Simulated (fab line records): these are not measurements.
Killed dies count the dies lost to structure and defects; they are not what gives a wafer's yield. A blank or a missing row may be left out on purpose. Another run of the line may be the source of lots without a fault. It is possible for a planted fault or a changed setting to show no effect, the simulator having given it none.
Matching of chambers / flow n5Finfet / 4 sister chambers for N5_BEOL_M10_ETCH_61 on rieDiel-03
The step etches SiARC in CF4, target depth 39 nm, time 65 s. 7 wafers are shown with their chamber, then 7 later ones without.

== WAFERS, EACH WITH ITS CHAMBER ==
wafer=L078.5; chamber=0; showerheadPlenumPTorr (Torr)=1.96; throttleValvePct (%)=15.91
wafer=L080.3; chamber=0; showerheadPlenumPTorr (Torr)=1.96; throttleValvePct (%)=15.90
wafer=L080.6; chamber=1; showerheadPlenumPTorr (Torr)=2.18; throttleValvePct (%)=15.27
wafer=L085.5; chamber=2; showerheadPlenumPTorr (Torr)=2.13; throttleValvePct (%)=15.72
wafer=L085.6; chamber=3; showerheadPlenumPTorr (Torr)=2.20; throttleValvePct (%)=15.49
wafer=L089.1; chamber=3; showerheadPlenumPTorr (Torr)=2.20; throttleValvePct (%)=15.50
wafer=L089.5; chamber=1; showerheadPlenumPTorr (Torr)=2.17; throttleValvePct (%)=15.29

== WAFERS MISSING THEIR CHAMBER ==
wafer=L089.6; showerheadPlenumPTorr (Torr)=2.12; throttleValvePct (%)=15.73
wafer=L094.2; showerheadPlenumPTorr (Torr)=2.19; throttleValvePct (%)=15.52
wafer=L094.3; showerheadPlenumPTorr (Torr)=2.17; throttleValvePct (%)=15.30
wafer=L094.4; showerheadPlenumPTorr (Torr)=1.95; throttleValvePct (%)=15.96
wafer=L090.1; showerheadPlenumPTorr (Torr)=1.95; throttleValvePct (%)=15.97
wafer=L090.4; showerheadPlenumPTorr (Torr)=2.19; throttleValvePct (%)=15.51
wafer=L090.6; showerheadPlenumPTorr (Torr)=2.17; throttleValvePct (%)=15.30

== EACH ONE'S CHAMBER ==
wafer=L089.6; from the rows above=2; in truth=2
wafer=L094.2; from the rows above=3; in truth=3
wafer=L094.3; from the rows above=1; in truth=1
wafer=L094.4; from the rows above=0; in truth=0
wafer=L090.1; from the rows above=0; in truth=0
wafer=L090.4; from the rows above=3; in truth=3
wafer=L090.6; from the rows above=1; in truth=1
Correctly placed: 7 of 7. Number that these rows cannot place: 0. Number placed wrongly: 0.
How it was worked out, from the rows above alone: a wafer's distance from a chamber is the root of the sum, over the readings, of the square of ((its reading less the chamber's mean) divided by the reading's scatter). The wafer belongs to the nearest chamber; if the next one is less than 2 further off, it can't be placed. The mean given for a chamber averages the wafers shown for that chamber. The scatter: take each reading less its chamber's mean, square it, sum over the shown wafers, divide by the number of wafers less the number of chambers, and take the root.
